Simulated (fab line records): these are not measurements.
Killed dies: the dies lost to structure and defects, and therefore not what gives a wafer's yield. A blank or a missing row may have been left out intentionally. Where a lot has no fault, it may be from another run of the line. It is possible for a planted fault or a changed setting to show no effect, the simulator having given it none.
The tool behind it: which one? | flow n5-finfet | 33 wafers from 11 lots sampled at 4 of the route's 1938 steps

== WHAT THE GAUGES SHOWED, per wafer ==
N5_BEOL_M4_RC_MEAS_101. Usual: DIBL_N 36.0 mV/V, standard deviation 1.6; DIBL_P 36.1 mV/V, standard deviation 2; IOFF_N 0.160 nA/um, standard deviation 0.029; IOFF_P 0.21 nA/um, standard deviation 0.039; ION_N 675 uA/um, standard deviation 13; ION_P 464 uA/um, standard deviation 8.8; SS_N 71.5 mV/dec, standard deviation 0.58; SS_P 73.3 mV/dec, standard deviation 0.65; VT_N 250 mV, standard deviation 3.3; VT_P -249 mV, standard deviation 3.6.
lot  | measured     | on        | DIBL_N (mV/V)  | DIBL_P (mV/V)  | IOFF_N (nA/um)    | IOFF_P (nA/um) | ION_N (uA/um) | ION_P (uA/um) | SS_N (mV/dec)  | SS_P (mV/dec)  | VT_N (mV)   | VT_P (mV)      | flag
L659 | day 7 20:04  | prober-02 | 37.4 35.6 36.4 | 36.9 34.9 33.6 | 0.164 0.128 0.141 | 0.21 0.19 0.17 | 676 659 662   | 456 454 449   | 72.0 71.5 71.6 | 73.4 73.0 72.7 | 247 251 254 | -252 -253 -255 |
L662 | day 8 18:49  | prober-02 | 34.2 36.3 33.9 | 34.1 36.7 33.6 | 0.121 0.150 0.110 | 0.15 0.18 0.14 | 653 673 649   | 451 456 448   | 71.7 72.6 71.4 | 72.7 74.0 72.3 | 254 252 255 | -259 -255 -259 |
L663 | day 8 23:21  | prober-02 | 33.7 32.2 35.7 | 35.3 33.5 37.8 | 0.146 0.118 0.175 | 0.19 0.17 0.23 | 678 675 678   | 463 466 463   | 71.2 70.8 70.7 | 73.1 72.7 73.7 | 250 253 247 | -252 -250 -249 |
L668 | day 10 04:10 | prober-02 | 35.8 37.9 38.2 | 35.5 37.8 37.7 | 0.150 0.186 0.192 | 0.20 0.24 0.24 | 677 688 688   | 467 472 466   | 71.9 72.2 71.8 | 73.4 73.6 73.8 | 249 245 245 | -253 -248 -248 |
L667 | day 10 03:58 | prober-01 | 37.1 34.3 34.3 | 36.8 35.2 34.8 | 0.180 0.130 0.132 | 0.20 0.18 0.18 | 669 658 672   | 454 452 462   | 71.5 71.1 71.1 | 73.3 72.9 73.6 | 251 256 251 | -251 -250 -252 |
L671 | day 10 22:04 | prober-02 | 35.3 35.9 36.4 | 34.1 35.1 35.6 | 0.138 0.154 0.165 | 0.19 0.20 0.21 | 681 678 694   | 470 472 474   | 70.5 70.8 72.1 | 73.3 72.9 73.4 | 251 250 247 | -252 -251 -250 |
L674 | day 12 01:01 | prober-01 | 37.8 36.3 36.0 | 37.4 35.7 34.8 | 0.193 0.152 0.136 | 0.20 0.18 0.16 | 694 681 657   | 463 461 444   | 71.6 71.6 71.0 | 74.1 74.1 72.7 | 245 251 253 | -251 -252 -254 |
L680 | day 13 06:37 | prober-02 | 31.8 32.8 35.6 | 33.0 34.9 37.3 | 0.115 0.123 0.171 | 0.18 0.21 0.24 | 667 663 681   | 461 468 471   | 70.8 71.1 71.3 | 72.4 73.2 73.8 | 256 254 249 | -250 -246 -247 |
L678 | day 13 09:56 | prober-01 | 34.8 36.2 36.8 | 34.0 35.5 35.9 | 0.146 0.154 0.174 | 0.17 0.20 0.21 | 687 681 699   | 463 469 468   | 70.9 71.5 71.2 | 72.3 73.7 73.0 | 247 248 247 | -252 -250 -250 |
L679 | day 13 13:07 | prober-02 | 35.4 36.8 38.6 | 35.1 36.5 39.2 | 0.146 0.159 0.210 | 0.20 0.22 0.27 | 695 675 706   | 478 466 479   | 71.2 71.7 72.0 | 72.2 73.2 74.0 | 249 251 247 | -251 -248 -247 |
L682 | day 13 14:01 | prober-01 | 37.1 37.2 38.8 | 39.3 38.6 40.2 | 0.192 0.181 0.234 | 0.30 0.27 0.31 | 682 677 687   | 472 469 468   | 70.9 72.6 72.1 | 74.7 73.8 74.1 | 245 247 244 | -242 -246 -242 |

== WHAT TOOL EACH LOT RAN ON (gives the tool, then ch and the chambers of the sampled wafers, and finally the start) ==
lot  | N5_BEOL_M3_ANNEAL_82         | N5_BEOL_M3_SPUTTER_90        | N5_BEOL_M3_CMP_52
L659 | pvd-sputter-02, day 7 08:50  | pvd-sputter-02, day 7 09:25  | cmp-03 ch 1,2,3, day 7 10:50
L662 | pvd-sputter-03, day 8 01:35  | pvd-sputter-03, day 8 02:10  | cmp-01 ch 1,2,3, day 8 03:43
L663 | pvd-sputter-03, day 8 06:40  | pvd-sputter-03, day 8 07:14  | cmp-02 ch 0,2,3, day 8 08:30
L668 | pvd-sputter-01, day 9 12:53  | pvd-sputter-01, day 9 13:28  | cmp-01 ch 0,1, day 9 14:41
L667 | pvd-sputter-02, day 9 16:55  | pvd-sputter-02, day 9 17:30  | cmp-01 ch 1,2,3, day 9 18:44
L671 | pvd-sputter-02, day 10 07:39 | pvd-sputter-02, day 10 08:14 | cmp-02 ch 0,1,2, day 10 09:43
L674 | pvd-sputter-01, day 11 03:27 | pvd-sputter-01, day 11 04:02 | cmp-03 ch 1,3, day 11 05:11
L680 | pvd-sputter-03, day 12 19:36 | pvd-sputter-03, day 12 20:11 | cmp-01 ch 0,1, day 12 21:20
L678 | pvd-sputter-01, day 12 21:48 | pvd-sputter-01, day 12 22:26 | cmp-02 ch 0,1,2, day 12 23:51
L679 | pvd-sputter-03, day 12 22:47 | pvd-sputter-03, day 12 23:22 | cmp-02 ch 1,2, day 13 00:31
L682 | pvd-sputter-01, day 13 00:50 | pvd-sputter-01, day 13 01:25 | cmp-02 ch 0,2,3, day 13 02:34
- N5_BEOL_M3_ANNEAL_82: time 240 s.
- N5_BEOL_M3_SPUTTER_90: material Cu, target thk 4.5 nm, time 8.29 s.
- N5_BEOL_M3_CMP_52: polishes, stops on SiOC, t overpolish 6.8 s, target thk 40 nm.

== AS READ BY THE TOOLS THEMSELVES (means over the sampled wafers that have a number; for cases with no such wafer, the mark the record gives instead) ==
N5_BEOL_M3_ANNEAL_82. Usual: heater-power-w reads 831 W (standard deviation 100).
lot  | tool           | heater-power-w (W) | flag
L659 | pvd-sputter-02 | 842                |
L662 | pvd-sputter-03 | 855                |
L663 | pvd-sputter-03 | 912                |
L668 | pvd-sputter-01 | 918                |
L667 | pvd-sputter-02 | 756                |
L671 | pvd-sputter-02 | 764                |
L674 | pvd-sputter-01 | 792                |
L680 | pvd-sputter-03 | 803                |
L678 | pvd-sputter-01 | 768                |
L679 | pvd-sputter-03 | 840                |
L682 | pvd-sputter-01 | 880                |

N5_BEOL_M3_SPUTTER_90. Usual: throttle-valve-pct reads 30.2 % (standard deviation 0.6).
lot  | tool           | throttle-valve-pct (%) | flag
L659 | pvd-sputter-02 | 30.0                   |
L662 | pvd-sputter-03 | 30.2                   |
L663 | pvd-sputter-03 | 29.9                   |
L668 | pvd-sputter-01 | 30.0                   |
L667 | pvd-sputter-02 | 30.6                   |
L671 | pvd-sputter-02 | 30.4                   |
L674 | pvd-sputter-01 | 30.0                   |
L680 | pvd-sputter-03 | 30.4                   |
L678 | pvd-sputter-01 | 29.6                   |
L679 | pvd-sputter-03 | 30.3                   |
L682 | pvd-sputter-01 | 30.1                   |

N5_BEOL_M3_CMP_52. Usual: barrier-field-endpoint-s 24.2 s, standard deviation 0.69; edge-zone-pressure-frac 1.000, standard deviation 0.0046; head-pressure-psi 0.9998 psi, standard deviation 0.0021; motor-current-A 6.0 A, standard deviation 0.6; overpolish-run-s 6.798 s, standard deviation 0.0092; time-to-endpoint-s 60 s, standard deviation 3.5.
lot  | tool   | barrier-field-endpoint-s (s) | edge-zone-pressure-frac | head-pressure-psi (psi) | motor-current-A (A) | overpolish-run-s (s) | time-to-endpoint-s (s) | flag
L659 | cmp-03 | 24.4                         | 0.998                   | 1.0002                  | 6.5                 | 6.798                | 64                     |
L662 | cmp-01 | 24.7                         | 1.000                   | 1.0006                  | 6.2                 | 6.802                | 63                     |
L663 | cmp-02 | 23.7                         | 0.999                   | 0.9982                  | 5.7                 | 6.805                | 57                     |
L668 | cmp-01 | 28.3                         | 1.000                   | 0.8538                  | 5.7                 | 6.798                | 57                     | OFF
L667 | cmp-01 | 27.6                         | 0.999                   | 0.8549                  | 6.2                 | 6.794                | 59                     | OFF
L671 | cmp-02 | 23.6                         | 0.996                   | 0.9980                  | 5.9                 | 6.803                | 57                     |
L674 | cmp-03 | 24.4                         | 1.004                   | 0.9991                  | 6.5                 | 6.793                | 60                     |
L680 | cmp-01 | 25.2                         | 0.998                   | 1.0015                  | 6.1                 | 6.805                | 66                     |
L678 | cmp-02 | 24.0                         | 1.001                   | 0.9982                  | 5.9                 | 6.803                | 59                     |
L679 | cmp-02 | 24.0                         | 0.997                   | 1.0007                  | 6.1                 | 6.795                | 58                     |
L682 | cmp-02 | 24.5                         | 1.001                   | 0.9991                  | 5.7                 | 6.788                | 59                     |

== THE ANSWER, worked out from the rows above alone ==
Rule: a lot counts as off when the mean over its wafers that have a number is more than 3 standard deviations away from the usual mean. Also off: a lot with no number at a reading for which 4 or more lots have one. Any other lot the step has rows for is counted as sound. After the gauges, taken in route order, come the tools' own readings; for these a lot's mean is taken, as printed above. At the first step where some lot is off, the reading lying furthest off is the one used; lots without a number count as furthest.
Off, at N5_BEOL_M3_CMP_52 on head-pressure-psi: L668, L667.
A tool fits if, at that step or a process step before it, it ran every lot that is off, and no sound lot after the first of them. None of those tried fits.

== WHAT THE SIMULATOR PUT IN ==
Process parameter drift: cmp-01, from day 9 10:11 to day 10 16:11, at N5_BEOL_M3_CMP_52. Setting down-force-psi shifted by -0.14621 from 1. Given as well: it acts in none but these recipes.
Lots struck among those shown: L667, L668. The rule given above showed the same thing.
